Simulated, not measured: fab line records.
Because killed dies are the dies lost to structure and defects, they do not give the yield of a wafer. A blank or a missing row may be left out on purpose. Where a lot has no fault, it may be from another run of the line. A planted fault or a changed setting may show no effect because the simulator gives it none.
The tool behind it: which one?    flow n5Finfet    12 lots with 36 wafers sampled at 5 steps, on a route of 1938 steps

## WHAT EACH GAUGE READ, for each wafer
N5_BEOL_M1_RS_MEAS_58: the measuring method here is four-point-probe.
lot   measured      on            M1_RS (ohm/sq)
L074  day 6 21:15   filmMetro-01  0.69 0.67 0.66
L077  day 7 17:22   filmMetro-01  0.71 0.63 0.65
L079  day 8 07:23   filmMetro-02  0.74 0.66 0.70
L080  day 8 17:05   filmMetro-02  0.72 0.67 0.67
L083  day 9 01:41   filmMetro-02  0.69 0.68 0.65
L085  day 9 09:29   filmMetro-02  0.69 0.69 0.68
L087  day 10 04:16  filmMetro-01  0.73 0.71 0.73
L089  day 10 19:20  filmMetro-02  0.69 0.70 0.68
L090  day 11 05:29  filmMetro-01  0.65 0.66 0.64
L093  day 11 13:51  filmMetro-02  0.77 0.74 0.70
L095  day 12 11:47  filmMetro-01  0.66 0.66 0.62
L097  day 13 01:08  filmMetro-01  0.71 0.67 0.68

## WHAT TOOL EACH LOT RAN ON (gives the tool, then ch and the chambers of the sampled wafers, and finally the start)
lot   N5_BEOL_M1_DESCUM_33               N5_BEOL_M1_DEGAS_44          N5_BEOL_M1_ANNEAL_89         N5_BEOL_M1_ANNEAL_93
L074  rieDiel-01 ch 2,3, day 6 13:58     pvdSputter-02, day 6 15:56   pvdSputter-01, day 6 19:24   pvdSputter-01, day 6 19:50
L077  rieDiel-02 ch 0,3, day 7 03:45     pvdSputter-01, day 7 13:46   pvdSputter-03, day 7 15:31   pvdSputter-03, day 7 15:58
L079  rieDiel-02 ch 0,1,3, day 7 18:53   pvdSputter-03, day 8 03:46   pvdSputter-03, day 8 05:32   pvdSputter-03, day 8 05:59
L080  rieDiel-02 ch 0,1,3, day 8 01:09   pvdSputter-03, day 8 08:41   pvdSputter-02, day 8 10:38   pvdSputter-02, day 8 11:05
L083  rieDiel-01 ch 0,3, day 8 19:25     pvdSputter-01, day 8 20:24   pvdSputter-02, day 8 21:55   pvdSputter-02, day 8 22:22
L085  rieDiel-03 ch 1,2,3, day 9 03:47   pvdSputter-03, day 9 04:53   pvdSputter-03, day 9 06:32   pvdSputter-03, day 9 06:59
L087  rieDiel-03 ch 0,1,3, day 9 12:48   pvdSputter-01, day 9 23:01   pvdSputter-01, day 10 02:24  pvdSputter-01, day 10 02:50
L089  rieDiel-01 ch 0,3, day 10 00:34    pvdSputter-03, day 10 13:10  pvdSputter-03, day 10 14:53  pvdSputter-03, day 10 15:20
L090  rieDiel-03 ch 1,2,3, day 10 18:30  pvdSputter-03, day 10 20:43  pvdSputter-03, day 10 22:19  pvdSputter-03, day 10 22:46
L093  rieDiel-01 ch 0,1,2, day 11 05:56  pvdSputter-03, day 11 07:58  pvdSputter-03, day 11 09:37  pvdSputter-03, day 11 10:03
L095  rieDiel-01 ch 1,2,3, day 11 17:19  pvdSputter-03, day 12 07:41  pvdSputter-02, day 12 09:53  pvdSputter-02, day 12 10:20
L097  rieDiel-03 ch 0,3, day 12 09:27    pvdSputter-01, day 12 21:31  pvdSputter-03, day 12 23:17  pvdSputter-03, day 12 23:44
- N5_BEOL_M1_DESCUM_33: chemistry O2, time 7 s.
- N5_BEOL_M1_DEGAS_44: time 60 s.
- N5_BEOL_M1_ANNEAL_89: time 240 s.
- N5_BEOL_M1_ANNEAL_93: time 240 s.

## THE ANSWER, worked out from the rows above alone
Rule: usual is defined by the lots themselves. Put in order of their means at a reading, lots are off if they are a third of the lots or fewer, leave a main group of 4 or more, and stand apart from it by a gap of 3 or more times the standard deviation of the main group's means; of several such gaps the widest counts. If all means in a main group match to the digits the tables above print for the reading, that group is not used. Also off: a lot with no number at a reading for which 4 or more lots have one. All remaining lots with rows at the step are treated as sound.
Nothing can be told from this: no lot is off at any reading shown.

## WHAT THE SIMULATOR HAD PUT IN
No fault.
